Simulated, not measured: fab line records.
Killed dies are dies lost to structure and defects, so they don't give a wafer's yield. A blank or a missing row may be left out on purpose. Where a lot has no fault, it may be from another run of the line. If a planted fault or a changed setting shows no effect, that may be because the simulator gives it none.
fab line records	flow n5_finfet
record: lots: 6	wafers: 18	last_day: 17
route steps=1938 shown BEOL_M0_SAQP@686 BEOL_M4@1111 PASSIVATION@1936
lots that met no fault: from a run of the same line without faults
start_h: the number of hours between the record's first day and the start of the first shown wafer of the lot	wait_h: hours elapsed since this lot's preceding step	" the same as in the row above	L1.1+2: one row covering several wafers at once	- no value, or no start was given	* or withheld: withheld	< > ~ a bound
route shown NAME@n: NAME is a module with steps in the file, n the number in the route of the first one	usual: mean and standard deviation over wafers with no fault	same: alike in all rows	chamber/n: place in a boat	sites: each site's reading	_std_site: standard deviation of those values	_edge_site: mean of outer sites minus mean of inner sites	radius_mm: for every site, how far away it sits from the centre of the wafer	mask NAME#n: copy n	behind: the tool/chamber that last shaped the wafer	hold: the reason the lot was held/the length of the hold in hours/how it ended	device: which transistor (n, p or np) failed to switch	end of line: tests of these same wafers at the route's end	a step with no rows: only its recipe	killed: dies that structure and defects cost at the first sort, which is not the same as the wafer's yield	map: shows each die of a wafer: x if killed, . if not, _ if none is there
set.NAME: the run value of the setting; set.NAME@STEP: its run value at that earlier step	model.NAME: the simulator's own value behind a step, which no gauge read
lots seen at some steps along the route; tables by step, rows by wafer
services: a tool's chamber out of use, with start hour (start_h, from the record's first day; less than 0 if before it), hours out, and reason
== steps ==
step: N5_BEOL_M0_SAQP_EXPOSE_37
recipe: mask_id: M0_CUT1	na: 0.33	source_shape: annular	sigma_inner: 0.35	sigma_outer: 0.8	polarization: unpolarized	target_cd_nm: 30	dose_mj: 44.75
step: N5_BEOL_M0_SAQP_PEB_38
recipe: peb_temp_c: 100	peb_time_s: 60	resist: CAR-EUV
step: N5_BEOL_M0_SAQP_DEVELOP_39
recipe: develop_time_s: 30	developer: TMAH	resist: CAR-EUV	rinse_liquid: surfactant_rinse	dry: air_spin	dev_temp_c: 23
step: N5_BEOL_M0_SAQP_CD_MEAS_40
recipe: target_cd_nm: 30	landing_energy_ev: 500	detector: se_inlens
usual: cd_nm: 29.94/0.29
lot.wafer	tool	chamber	start_h	wait_h	cd_nm
L809.3	cd_sem-02	0	144.01	-	30.23
L809.4	"	0	"	"	30.04
L809.5	"	0	"	"	30.10
L814.1	cd_sem-01	0	156.74	-	30.28
L814.4	"	0	"	"	29.78
L814.6	"	0	"	"	29.94
L815.1	cd_sem-01	0	165.43	-	29.96
L815.3	"	0	"	"	30.10
L815.4	"	0	"	"	29.75
L822.1	cd_sem-03	0	210.74	-	30.46
L822.2	"	0	"	"	30.14
L822.5	"	0	"	"	30.19
L824.2	cd_sem-01	0	219.43	-	30.08
L824.3	"	0	"	"	30.17
L824.6	"	0	"	"	29.90
L828.2	cd_sem-01	0	242.54	-	29.51
L828.5	"	0	"	"	29.84
L828.6	"	0	"	"	29.90
step: N5_BEOL_M0_SAQP_OVL_MEAS_41
recipe: points_per_wafer: 522
usual: M0_CUT1_OVL: 0.2/0.6
lot.wafer	tool	chamber	start_h	wait_h	M0_CUT1_OVL[nm]
L809.3	overlay-01	0	144.05	0.0	-0.3
L809.4	"	0	"	"	0.3
L809.5	"	0	"	"	0.0
L814.1	overlay-02	0	156.77	0.0	0.9
L814.4	"	0	"	"	1.0
L814.6	"	0	"	"	1.0
L815.1	overlay-02	0	165.46	0.0	0.1
L815.3	"	0	"	"	0.9
L815.4	"	0	"	"	-0.3
L822.1	overlay-01	0	210.77	0.0	0.4
L822.2	"	0	"	"	0.2
L822.5	"	0	"	"	0.3
L824.2	overlay-01	0	219.46	0.0	-0.5
L824.3	"	0	"	"	-0.3
L824.6	"	0	"	"	0.0
L828.2	overlay-02	0	242.58	0.0	0.7
L828.5	"	0	"	"	0.9
L828.6	"	0	"	"	0.2
step: N5_BEOL_M0_SAQP_INSPECT_42
recipe: mode: adi	inspect_instrument: brightfield
usual: raw_defect_count: 289/74
lot.wafer	tool	chamber	start_h	wait_h	raw_defect_count
L809.3	defect_inspect-02	-	144.09	0.0	440
L809.4	"	-	"	"	282
L809.5	"	-	"	"	315
L814.1	defect_inspect-02	-	156.82	0.1	320
L814.4	"	-	"	"	205
L814.6	"	-	"	"	243
L815.1	defect_inspect-01	-	165.52	0.1	281
L815.3	"	-	"	"	258
L815.4	"	-	"	"	228
L822.1	defect_inspect-02	-	210.83	0.1	230
L822.2	"	-	"	"	367
L822.5	"	-	"	"	253
L824.2	defect_inspect-02	-	219.52	0.0	209
L824.3	"	-	"	"	230
L824.6	"	-	"	"	351
L828.2	defect_inspect-02	-	242.63	0.0	213
L828.5	"	-	"	"	312
L828.6	"	-	"	"	252
step: N5_BEOL_M0_SAQP_DESCUM_45
recipe: chemistry: O2	time_s: 7	source_power_w: 50	bias_power_w: 20	pressure_mtorr: 20	rf_frequency_hz: 2.712e+07	temp_c: 40	resist: CAR-EUV	o2_flow_sccm: 225
usual: chamber_pressure_mTorr: 20.001/0.02	drypump_motor_current_A: 5.6/0.41	oes_product_au: 0.78/0.1	rf_vpp_V: 243.4/1.4	showerhead_plenum_p_Torr: 2.11/0.077	throttle_valve_pct: 20.5/0.34
lot.wafer	tool	chamber	start_h	wait_h	chamber_pressure_mTorr	drypump_motor_current_A	oes_product_au	rf_hours_counter_h	rf_vpp_V	showerhead_plenum_p_Torr	throttle_valve_pct
L809.3	rie_diel-04	3	144.73	0.6	19.996	5.0	0.92	18	244.0	2.10	19.7
L809.4	"	0	"	"	20.010	5.3	0.98	1	245.7	2.26	20.2
L809.5	"	1	"	"	20.011	6.2	0.70	-	241.8	2.00	20.7
L814.1	rie_diel-04	0	156.86	0.0	19.991	5.2	0.95	5	243.5	2.26	20.2
L814.4	"	2	"	"	19.964	4.9	0.82	80	242.9	2.15	20.5
L814.6	"	1	"	"	20.052	6.2	0.69	-	240.5	2.00	20.7
L815.1	rie_diel-02	3	165.60	0.1	20.016	5.4	0.89	28	244.9	2.23	20.3
L815.3	"	2	"	"	20.007	5.6	0.69	240	241.7	2.09	21.0
L815.4	"	0	"	"	19.987	6.0	0.74	183	242.9	2.08	20.6
L822.1	rie_diel-02	3	210.89	0.1	19.996	5.4	0.88	41	245.6	2.23	20.3
L822.2	"	1	"	"	20.010	5.9	0.71	188	244.2	2.16	20.6
L822.5	"	3	"	"	19.992	5.4	0.87	-	246.0	2.23	20.3
L824.2	rie_diel-05	1	219.55	0.0	19.993	5.6	0.70	221	242.8	2.05	20.4
L824.3	"	3	"	"	20.017	5.3	0.69	249	242.6	2.08	20.9
L824.6	"	3	"	"	19.992	5.3	0.68	-	242.5	2.08	20.9
L828.2	rie_diel-02	1	242.66	0.0	20.022	5.9	0.70	198	242.8	2.16	20.6
L828.5	"	2	"	"	19.967	5.7	0.97	-	242.9	2.09	20.6
L828.6	"	1	"	"	20.016	5.9	0.70	-	242.7	2.16	20.6
step: N5_BEOL_M0_SAQP_ETCH_88
recipe: chemistry: N2/H2	target: underlayer	target_depth_a: 65	time_s: 5.2	ion_energy_ev: 200	mask_material: CAR-EUV	pressure_mtorr: 30	source_w: 840	bias_w: 150	n2_flow_sccm: 200	h2_flow_sccm: 200	ends: cleared
usual: chamber_pressure_mTorr: 30.00/0.046	drypump_motor_current_A: 5.6/0.41	etch_rf_on_time_s: 5.26/0.16	oes_product_au: 0.67/0.088	rf_vpp_V: 524.5/2.8	showerhead_plenum_p_Torr: 2.57/0.089	throttle_valve_pct: 17.9/0.35
lot.wafer	tool	chamber	start_h	wait_h	chamber_pressure_mTorr	drypump_motor_current_A	etch_rf_on_time_s	oes_product_au	rf_hours_counter_h	rf_vpp_V	showerhead_plenum_p_Torr	throttle_valve_pct
L809.3	rie_diel-04	3	144.76	0.0	30.07	5.1	5.29	0.77	18	525.1	2.59	17.4
L809.4	"	0	"	"	30.03	5.3	5.15	0.85	1	528.7	2.69	17.1
L809.5	"	1	"	"	29.93	6.2	5.05	0.59	-	515.9	2.41	18.1
L814.1	rie_diel-04	0	156.89	0.0	29.94	5.3	5.20	0.82	5	527.9	2.69	17.1
L814.4	"	2	"	"	29.97	4.9	5.14	0.70	80	524.5	2.58	17.7
L814.6	"	1	"	"	29.99	6.2	5.00	0.59	-	520.3	2.41	18.2
L815.1	rie_diel-02	3	165.63	0.0	29.89	5.4	5.17	0.76	28	526.2	2.72	17.8
L815.3	"	2	"	"	30.02	5.6	5.04	0.60	240	524.7	2.51	18.3
L815.4	"	0	"	"	29.96	6.0	5.45	0.62	183	523.0	2.53	18.0
L822.1	rie_diel-02	3	210.93	0.0	30.02	5.4	5.35	0.74	41	527.1	2.72	17.8
L822.2	"	1	"	"	29.98	5.9	5.49	0.60	188	528.0	2.65	18.3
L822.5	"	3	"	"	30.03	5.4	5.26	0.75	-	528.4	2.72	17.8
L824.2	rie_diel-05	1	219.58	0.0	30.06	5.5	5.69	0.57	221	522.9	2.54	18.1
L824.3	"	3	"	"	29.98	5.3	5.24	0.56	249	521.0	2.52	18.4
L824.6	"	3	"	"	30.02	5.3	5.26	0.57	-	524.0	2.52	18.4
L828.2	rie_diel-02	1	242.70	0.0	30.02	5.8	5.38	0.60	198	525.9	2.65	18.3
L828.5	"	2	"	"	29.98	5.6	4.94	0.84	-	522.5	2.50	17.8
L828.6	"	1	"	"	30.02	5.8	5.35	0.61	-	527.0	2.65	18.3
step: N5_BEOL_M0_SAQP_ETCH_73
recipe: chemistry: CF4	target: SiARC	target_depth_a: 195	mask_material: CAR-EUV	time_s: 32.5	ion_energy_ev: 80	pressure_mtorr: 40	source_w: 545	bias_w: 36	Ar_flow_sccm: 100	cf4_flow_sccm: 100	ends: cleared
usual: chamber_pressure_mTorr: 40.00/0.037	drypump_motor_current_A: 5.6/0.4	etch_rf_on_time_s: 32.8/1	mfc_ar_sccm: 99.99/0.28	oes_product_au: 0.67/0.088	rf_vpp_V: 184.4/1.1	showerhead_plenum_p_Torr: 2.16/0.068	throttle_valve_pct: 15.6/0.33
lot.wafer	tool	chamber	start_h	wait_h	chamber_pressure_mTorr	drypump_motor_current_A	etch_rf_on_time_s	mfc_ar_sccm	oes_product_au	rf_hours_counter_h	rf_vpp_V	showerhead_plenum_p_Torr	throttle_valve_pct
L809.3	rie_diel-04	3	144.78	0.0	40.04	5.0	33.4	100.04	0.77	18	184.6	2.18	15.1
L809.4	"	0	"	"	40.04	5.3	33.2	99.95	0.84	1	186.4	2.27	15.0
L809.5	"	1	"	"	40.06	6.2	31.9	99.98	0.59	-	182.9	2.06	15.9
L814.1	rie_diel-04	0	156.91	0.0	39.98	5.3	32.5	100.10	0.82	5	185.6	2.27	15.0
L814.4	"	2	"	"	40.04	4.9	31.7	100.10	0.71	80	184.9	2.16	15.5
L814.6	"	1	"	"	40.04	6.2	31.6	99.96	0.59	-	183.6	2.06	16.0
L815.1	rie_diel-02	3	165.65	0.0	40.00	5.4	32.7	100.22	0.77	28	186.0	2.27	15.3
L815.3	"	2	"	"	39.93	5.6	32.5	100.44	0.59	240	183.9	2.12	16.1
L815.4	"	0	"	"	40.01	6.0	34.4	99.94	0.62	183	183.9	2.14	15.8
L822.1	rie_diel-02	3	210.94	0.0	40.03	5.4	32.9	99.95	0.74	41	186.2	2.26	15.4
L822.2	"	1	"	"	40.01	5.9	33.7	100.26	0.61	188	184.3	2.22	15.9
L822.5	"	3	"	"	39.96	5.4	32.9	99.98	0.74	-	185.6	2.26	15.4
L824.2	rie_diel-05	1	219.60	0.0	39.97	5.5	34.4	99.92	0.57	221	182.6	2.10	15.7
L824.3	"	3	"	"	39.98	5.3	31.9	99.84	0.58	249	182.7	2.10	16.0
L824.6	"	3	"	"	39.99	5.3	32.1	99.97	0.58	-	184.2	2.10	16.0
L828.2	rie_diel-02	1	242.71	0.0	39.89	5.9	33.5	100.17	0.60	198	185.2	2.21	15.9
L828.5	"	2	"	"	40.06	5.6	31.5	99.76	0.84	-	184.4	2.12	15.6
L828.6	"	1	"	"	40.00	5.9	33.2	100.04	0.60	-	184.3	2.21	15.9
step: N5_BEOL_M0_SAQP_CUT_ETCH_46
recipe: chemistry: N2/H2	target: SOC	target_depth_a: 1350	overetch_a: 270	temp_c: 40	time_s: 202.5	ion_energy_ev: 200	mask_material: SiARC	pressure_mtorr: 30	source_w: 840	bias_w: 150	n2_flow_sccm: 200	h2_flow_sccm: 200
usual: chamber_pressure_mTorr: 30.001/0.026	drypump_motor_current_A: 5.6/0.41	rf_vpp_V: 524.5/2.7	showerhead_plenum_p_Torr: 2.57/0.089	throttle_valve_pct: 17.9/0.34
lot.wafer	tool	chamber	start_h	wait_h	chamber_pressure_mTorr	drypump_motor_current_A	rf_hours_counter_h	rf_vpp_V	showerhead_plenum_p_Torr	throttle_valve_pct
L809.3	rie_diel-04	3	144.81	0.0	30.022	5.0	19	526.8	2.59	17.3
L809.4	"	0	"	"	29.945	5.3	1	527.7	2.69	17.1
L809.5	"	1	"	"	30.024	6.2	-	518.7	2.41	18.1
L814.1	rie_diel-04	0	156.94	0.0	29.990	5.2	5	529.1	2.68	17.1
L814.4	"	2	"	"	29.977	4.9	80	524.6	2.58	17.7
L814.6	"	1	"	"	29.972	6.2	-	519.7	2.41	18.1
L815.1	rie_diel-02	3	165.68	0.0	29.989	5.4	28	528.6	2.72	17.7
L815.3	"	2	"	"	29.989	5.7	240	522.5	2.51	18.2
L815.4	"	0	"	"	30.047	6.0	183	521.6	2.53	18.0
L822.1	rie_diel-02	3	210.97	0.0	30.030	5.4	41	528.6	2.72	17.7
L822.2	"	1	"	"	30.017	5.8	188	527.1	2.65	18.3
L822.5	"	3	"	"	29.990	5.4	-	529.5	2.72	17.7
L824.2	rie_diel-05	1	219.63	0.0	30.051	5.5	221	523.2	2.53	18.0
L824.3	"	3	"	"	30.033	5.3	249	522.9	2.52	18.4
L824.6	"	3	"	"	29.950	5.3	-	523.7	2.52	18.4
L828.2	rie_diel-02	1	242.75	0.0	29.934	5.8	198	527.2	2.65	18.3
L828.5	"	2	"	"	29.933	5.7	-	522.3	2.50	17.8
L828.6	"	1	"	"	29.994	5.8	-	526.4	2.65	18.3
step: N5_BEOL_M0_SAQP_STRIP_74
recipe: chemistry: N2/H2	temp_c: 40	n2_flow_sccm: 200	h2_flow_sccm: 200	rf_frequency_hz: 6e+07
step: N5_BEOL_M0_SAQP_STRIP_89
recipe: chemistry: N2/H2	temp_c: 40	n2_flow_sccm: 200	h2_flow_sccm: 200	rf_frequency_hz: 6e+07
step: N5_BEOL_M0_SAQP_ALD_48
recipe: material: SiO2	target_thk_a: 200	temp_c: 100	ald_precursor_family: BDEAS	ald_co_reactant: O2-plasma	pulse_time_s: 1	co_reactant_pulse_time_s: 1	purge_time_s: 2	co_reactant_purge_time_s: 2	ald_cycles: 139	pressure_torr: 2
usual: ald_cycles: 139/0	heater_power_outer_w: 43/3.8	heater_power_w: 81/6.2	precursor_pulse_height_rel: 1.001/0.02
same: co_reactant_pulse_time_s: 1	purge_time_s: 2
lot.wafer	tool	chamber	start_h	wait_h	ald_cycles	heater_power_outer_w	heater_power_w	precursor_pulse_height_rel	model.SiO2_of_BEOL_M0_SAQP_ALD_48.thk_nm
L809.3	ald_sin-04	0	145.02	0.0	139	41	81	1.025	20
L809.4	"	3	"	"	139	44	84	0.987	20
L809.5	"	0	"	"	139	41	79	1.005	20
L814.1	ald_sin-04	1	157.14	0.0	145	43	78	1.003	21
L814.4	"	2	"	"	139	45	85	0.997	20
L814.6	"	3	"	"	139	45	84	1.003	20
L815.1	ald_sin-04	3	166.15	0.3	145	43	83	1.033	20.8
L815.3	"	3	"	"	145	45	83	0.959	20.8
L815.4	"	0	"	"	139	41	82	1.020	20
L822.1	ald_sin-03	0	211.18	0.0	139	46	89	0.995	20
L822.2	"	3	"	"	139	40	73	0.996	20
L822.5	"	0	"	"	139	44	90	0.999	20
L824.2	ald_sin-03	1	219.83	0.0	139	37	71	1.008	20
L824.3	"	3	"	"	139	39	75	1.040	20
L824.6	"	1	"	"	139	36	70	0.987	20.2
L828.2	ald_sin-03	0	243.01	0.1	139	46	87	1.026	20
L828.5	"	0	"	"	139	45	91	0.990	20
L828.6	"	3	"	"	139	39	75	1.008	20
step: N5_BEOL_M0_SAQP_ETCH_49
recipe: chemistry: CF4/O2	target_depth_a: 370	target: SiO2	pressure_mtorr: 40	source_w: 535	bias_w: 49	Ar_flow_sccm: 100	cf4_flow_sccm: 100	O2_flow_sccm: 10	ion_energy_ev: 100
usual: chamber_pressure_mTorr: 40.00/0.037	drypump_motor_current_A: 5.7/0.43	mfc_ar_sccm: 100.0/0.33	oes_product_au: 0.78/0.099	rf_vpp_V: 241/6.6	showerhead_plenum_p_Torr: 2.22/0.069	throttle_valve_pct: 15.9/0.33
lot.wafer	tool	chamber	start_h	wait_h	chamber_pressure_mTorr	drypump_motor_current_A	mfc_ar_sccm	oes_product_au	rf_hours_counter_h	rf_vpp_V	showerhead_plenum_p_Torr	throttle_valve_pct
L809.3	rie_diel-02	3	145.54	0.3	40.03	5.3	99.6	0.92	22	244	2.34	15.6
L809.4	"	3	"	"	40.05	5.4	99.8	0.92	-	243	2.34	15.6
L809.5	"	1	"	"	39.99	5.9	100.3	0.73	-	239	2.29	16.1
L814.1	rie_diel-05	1	157.71	0.3	40.01	5.5	99.5	0.71	206	241	2.17	15.9
L814.4	"	2	"	"	39.94	5.8	99.9	0.95	11	235	2.15	15.4
L814.6	"	1	"	"	39.98	5.5	99.9	0.70	-	240	2.17	15.9
L815.1	rie_diel-05	0	166.93	0.5	39.98	6.5	100.0	0.71	188	250	2.28	16.1
L815.3	"	2	"	"	39.99	5.8	100.3	0.93	14	234	2.15	15.4
L815.4	"	3	"	"	40.05	5.3	100.4	0.69	-	238	2.17	16.2
L822.1	rie_diel-04	1	211.70	0.3	39.95	6.2	100.3	0.67	240	246	2.12	16.2
L822.2	"	3	"	"	39.97	5.0	99.9	0.89	36	245	2.24	15.3
L822.5	"	2	"	"	39.99	4.9	100.3	0.81	-	228	2.22	15.8
L824.2	rie_diel-05	0	220.36	0.3	40.02	6.5	100.0	0.70	202	251	2.27	16.1
L824.3	"	1	"	"	40.01	5.5	100.0	0.69	221	239	2.16	15.9
L824.6	"	1	"	"	40.03	5.5	100.1	0.69	-	239	2.16	15.9
L828.2	rie_diel-05	0	243.67	0.4	39.91	6.5	100.8	0.70	211	250	2.27	16.2
L828.5	"	1	"	"	40.01	5.5	99.6	0.69	-	240	2.16	15.9
L828.6	"	2	"	"	39.94	5.8	100.0	0.89	-	235	2.14	15.5
step: N5_BEOL_M4_RC_MEAS_101
usual: DIBL_N: 36.6/2.1	DIBL_P: 36.5/2.7	IOFF_N: 0.17/0.043	IOFF_P: 0.22/0.045	ION_N: 674/17	ION_P: 461/9.9	SS_N: 71.7/0.79	SS_P: 73.4/0.79	VT_N: 249/4	VT_P: -250/3.3
lot.wafer	tool	chamber	start_h	wait_h	DIBL_N[mV/V]	DIBL_P[mV/V]	IOFF_N[nA/um]	IOFF_P[nA/um]	ION_N[uA/um]	ION_P[uA/um]	SS_N[mV/dec]	SS_P[mV/dec]	VT_N[mV]	VT_P[mV]
L809.3	prober-02	0	195.24	0.3	36.5	35.6	0.15	0.20	672	456	72.0	73.9	251	-254
L809.4	"	0	"	"	39.6	40.1	0.23	0.28	699	477	72.4	75.3	244	-247
L809.5	"	0	"	"	36.5	36.3	0.17	0.21	685	465	72.0	73.8	250	-250
L814.1	prober-01	0	209.08	0.0	37.1	37.3	0.17	0.20	667	454	72.2	73.3	248	-251
L814.4	"	0	"	"	35.3	35.6	0.12	0.18	649	450	71.6	73.5	257	-256
L814.6	"	0	"	"	35.7	36.6	0.14	0.20	665	456	71.8	72.8	251	-254
L815.1	prober-01	0	218.65	0.0	37.2	36.6	0.19	0.23	658	448	72.4	73.7	251	-245
L815.3	"	0	"	"	39.0	38.6	0.23	0.27	677	459	72.8	74.4	245	-245
L815.4	"	0	"	"	38.1	37.5	0.22	0.23	655	452	73.1	73.9	249	-247
L822.1	prober-01	0	269.67	0.0	31.0	30.4	0.08	0.12	637	446	70.1	71.2	258	-256
L822.2	"	0	"	"	34.9	35.7	0.13	0.18	663	457	71.5	73.3	251	-252
L822.5	"	0	"	"	37.1	37.9	0.18	0.22	690	466	71.4	73.8	248	-250
L824.2	prober-02	0	275.93	0.2	38.1	39.4	0.24	0.26	713	478	71.9	74.1	243	-247
L824.3	"	0	"	"	37.2	36.4	0.17	0.21	670	450	72.4	72.9	249	-252
L824.6	"	0	"	"	37.1	37.6	0.20	0.22	711	475	72.0	73.6	243	-251
L828.2	prober-02	0	314.51	0.2	35.0	35.9	0.14	0.21	664	456	71.9	73.2	250	-249
L828.5	"	0	"	"	39.6	40.6	0.23	0.29	679	465	73.3	74.6	246	-247
L828.6	"	0	"	"	37.6	39.2	0.20	0.27	679	466	72.0	73.8	245	-246
step: N5_PASSIVATION_PROBE_49
usual: defect_limited_yield: 91.5/1.7	killed_at_M0_to_M3: 33/11	killed_at_M4_up: 13/5.2	killed_at_contacts: 11/5.7	killed_at_front_end: 39/11	killed_at_other: 4/3	killed_dies: 101/20	killed_open: 66/15	killed_short: 33/8.4	sort_bin_5_function: 5.0/1.1	sort_bin_6_memory: 3.2/0.69	sort_bin_8_speed: 0.1/0.52	sort_n_pass: 1078/20	sort_yield_pct: 91.4/1.7
same: gross_dies: 1180	killed_at_back_side: 0	sort_bin_4_leakage[%]: 0
lot.wafer	tool	chamber	start_h	wait_h	defect_limited_yield[%]	killed_at_M0_to_M3	killed_at_M4_up	killed_at_contacts	killed_at_front_end	killed_at_other	killed_dies	killed_open	killed_short	sort_bin_5_function[%]	sort_bin_6_memory[%]	sort_bin_8_speed[%]	sort_n_pass	sort_yield_pct[%]
L814.1	prober-01	-	315.61	0.0	91.1	53	8	11	28	5	105	63	40	5.1	3.6	0	1075	91.1
L814.4	prober-01	-	315.76	0.2	93.8	22	9	19	21	2	73	53	20	3.5	2.6	0	1107	93.8
L814.6	prober-01	-	315.86	0.3	91.8	45	8	9	34	1	97	63	33	4.8	3.2	0	1083	91.8
L815.1	prober-02	-	331.72	0.0	93.5	27	8	11	28	3	77	52	24	4.4	1.9	0	1103	93.5
L815.3	prober-02	-	331.82	0.1	92.9	30	7	15	32	0	84	56	22	3.7	3.1	0.1	1096	92.9
L815.4	prober-02	-	331.87	0.2	94.2	19	12	8	25	4	68	47	20	3.8	1.8	0	1112	94.2
L822.1	prober-01	-	372.54	0.0	93.4	27	7	12	29	3	78	53	25	3.7	2.6	1.3	1087	92.1
L824.3	prober-02	-	382.12	0.1	91.5	27	14	9	43	7	100	56	44	4.8	3.1	0	1080	91.5
L824.6	prober-02	-	382.27	0.3	91.9	43	8	9	35	1	96	62	33	4.6	3.2	0	1084	91.9
L828.2	prober-02	-	410.65	0.1	91.7	25	11	19	40	3	98	71	25	4.2	3.9	0	1082	91.7
L828.5	prober-02	-	410.80	0.2	93.2	27	13	16	15	9	80	60	19	3.6	2.9	0	1100	93.2
L828.6	prober-02	-	410.85	0.3	90.1	30	4	34	45	4	117	75	40	6.1	3.4	0	1063	90.1
killed by level:class
L814.1 BEOL_M0_SAQP:geometric_particle:short=12 BEOL_M2:geometric_particle:open=10 BEOL_M0_SAQP:geometric_particle:open=8 MOL_CONTACT_COAG:geometric_particle:open=8 BEOL_M1:geometric_particle:open=8 DUMMY_GATE:geometric_particle:open=7 GATE_CUT:geometric_particle:short=5 BEOL_M2:geometric_particle:short=4
L814.4 MOL_CONTACT_COAG:geometric_particle:open=17 FIN_SAQP:geometric_particle:open=5 DUMMY_GATE:geometric_particle:open=5 BEOL_M0_SAQP:geometric_particle:open=5 BEOL_M0_SAQP:geometric_particle:short=5 BEOL_M4:geometric_particle:short=5 BEOL_M1:geometric_particle:open=4 GATE_CUT:geometric_particle:open=3
L814.6 BEOL_M3:geometric_particle:open=12 BEOL_M2:geometric_particle:open=11 MOL_CONTACT_COAG:geometric_particle:open=8 FIN_SAQP:geometric_particle:short=6 BEOL_M0_SAQP:geometric_particle:open=6 BEOL_M1:geometric_particle:open=6 FIN_SAQP:geometric_particle:open=5 DUMMY_GATE:geometric_particle:open=5
L815.1 MOL_CONTACT_COAG:geometric_particle:open=10 BEOL_M3:geometric_particle:open=7 STARTING-WAFER:geometric_particle:open=7 BEOL_M3:geometric_particle:short=6 FIN_SAQP:geometric_particle:open=5 BEOL_M0_SAQP:geometric_particle:short=5 BEOL_M2:geometric_particle:open=5 STI_FIN_REVEAL:geometric_particle:open=3
L815.3 BEOL_M3:geometric_particle:open=16 MOL_CONTACT_COAG:geometric_particle:open=14 FIN_SAQP:geometric_particle:open=7 FIN_SAQP:geometric_particle:short=4 DUMMY_GATE:geometric_particle:open=4 BEOL_M0_SAQP:geometric_particle:short=3 BEOL_M2:geometric_particle:open=3 SD_EPI_P:coat_microbubble_printed=3
L815.4 MOL_CONTACT_COAG:geometric_particle:open=8 FIN_SAQP:geometric_particle:short=7 BEOL_M3:geometric_particle:open=6 BEOL_M1:geometric_particle:open=5 STI_FIN_REVEAL:geometric_particle:open=4 DUMMY_GATE:geometric_particle:open=3 BEOL_M3:geometric_particle:short=3 BEOL_M4:geometric_particle:short=3
L822.1 MOL_CONTACT_COAG:geometric_particle:open=10 BEOL_M0_SAQP:geometric_particle:open=7 FIN_SAQP:geometric_particle:open=6 BEOL_M0_SAQP:geometric_particle:short=6 BEOL_M4:geometric_particle:open=6 STI_FIN_REVEAL:geometric_particle:open=4 BEOL_M3:geometric_particle:open=4 FIN_SAQP:geometric_particle:short=3
L824.3 FIN_SAQP:geometric_particle:open=12 FIN_SAQP:geometric_particle:short=11 GATE_CUT:geometric_particle:short=9 MOL_CONTACT_COAG:geometric_particle:open=8 BEOL_M2:geometric_particle:open=7 BEOL_M0_SAQP:geometric_particle:short=7 PAD_METAL:geometric_particle:short=6 BEOL_M3:geometric_particle:open=5
L824.6 BEOL_M0_SAQP:geometric_particle:open=15 BEOL_M0_SAQP:geometric_particle:short=11 FIN_SAQP:geometric_particle:short=8 MOL_CONTACT_COAG:geometric_particle:open=7 BEOL_M2:geometric_particle:open=6 FIN_SAQP:geometric_particle:open=5 BEOL_M3:geometric_particle:open=5 ILD0:geometric_particle:open=4
L828.2 MOL_CONTACT_COAG:geometric_particle:open=16 STI_FIN_REVEAL:geometric_particle:open=12 BEOL_M2:geometric_particle:open=9 DUMMY_GATE:geometric_particle:open=7 ILD0:geometric_particle:open=5 BEOL_M4:geometric_particle:open=4 STARTING-WAFER:geometric_particle:open=4 MOL_CONTACT_COAG:geometric_particle:short=3
L828.5 MOL_CONTACT_COAG:geometric_particle:open=14 BEOL_M1:geometric_particle:open=8 BEOL_M0_SAQP:geometric_particle:open=7 STI_FIN_REVEAL:geometric_particle:open=5 BEOL_M2:geometric_particle:open=5 DUMMY_GATE:geometric_particle:open=3 BEOL_M0_SAQP:geometric_particle:short=3 BEOL_M4:geometric_particle:open=3
L828.6 MOL_CONTACT_COAG:geometric_particle:open=26 STI_FIN_REVEAL:geometric_particle:open=16 BEOL_M0_SAQP:geometric_particle:short=10 BEOL_M0_SAQP:geometric_particle:open=9 MOL_CONTACT_COAG:geometric_particle:short=8 DUMMY_GATE:geometric_particle:open=6 FIN_SAQP:geometric_particle:short=4 BEOL_M1:geometric_particle:open=4
== services ==
tool	chamber	start_h	hours	kind
rie_diel-04	0	124.66	-	clean
rie_diel-04	0	124.66	-	consumable_replace:focus_ring
rie_diel-04	0	124.66	-	consumable_replace:showerhead
rie_diel-04	0	124.66	17.3	scheduled_down
rie_diel-04	0	124.66	17.3	vent_cycle
rie_diel-02	0	137.14	1.7	repair
rie_diel-05	0	139.20	12.1	repair
ald_sin-03	3	150.42	5.6	repair
ald_sin-04	2	164.94	4.4	repair
rie_diel-02	2	167.26	2.7	repair
ald_sin-03	0	168.46	15.3	repair
rie_diel-04	3	171.42	1.6	repair
rie_diel-04	1	190.80	1.3	repair
rie_diel-02	2	204.99	-	clean
rie_diel-02	2	204.99	-	consumable_replace:focus_ring
rie_diel-02	2	204.99	19.7	scheduled_down
rie_diel-02	2	204.99	19.7	vent_cycle
ald_sin-04	3	221.86	24.5	repair
rie_diel-05	3	222.62	-	clean
rie_diel-05	3	222.62	-	consumable_replace:focus_ring
rie_diel-05	3	222.62	24.3	scheduled_down
rie_diel-05	3	222.62	24.3	vent_cycle
ald_sin-03	2	226.12	7.1	repair
rie_diel-05	-	229.87	0.2	repair
== key ==
first_sign: step: N5_BEOL_M0_SAQP_ALD_48	reading: ald_cycles	direction: up	sigmas: 99+	usual: *	struck: *
effect none on later readings
model_effect: step: N5_BEOL_M0_SAQP_ALD_48	value: SiO2_of_BEOL_M0_SAQP_ALD_48.thk_nm	without: 19.93	struck: 20.87
met_at N5_BEOL_M0_SAQP_ALD_48
struck_wafers L814.1,L815.1,L815.3
onset_between 145.02 157.14
fault: kind: process_parameter_drift	tool: ald_sin-04	chamber: -	onset_h: 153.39	steps: N5_BEOL_M0_SAQP_ALD_48	channel: ald_cycles	offset: *	shape: step	end_h: 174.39	scope: struck_wafers_only	acts_in: *	stated: *
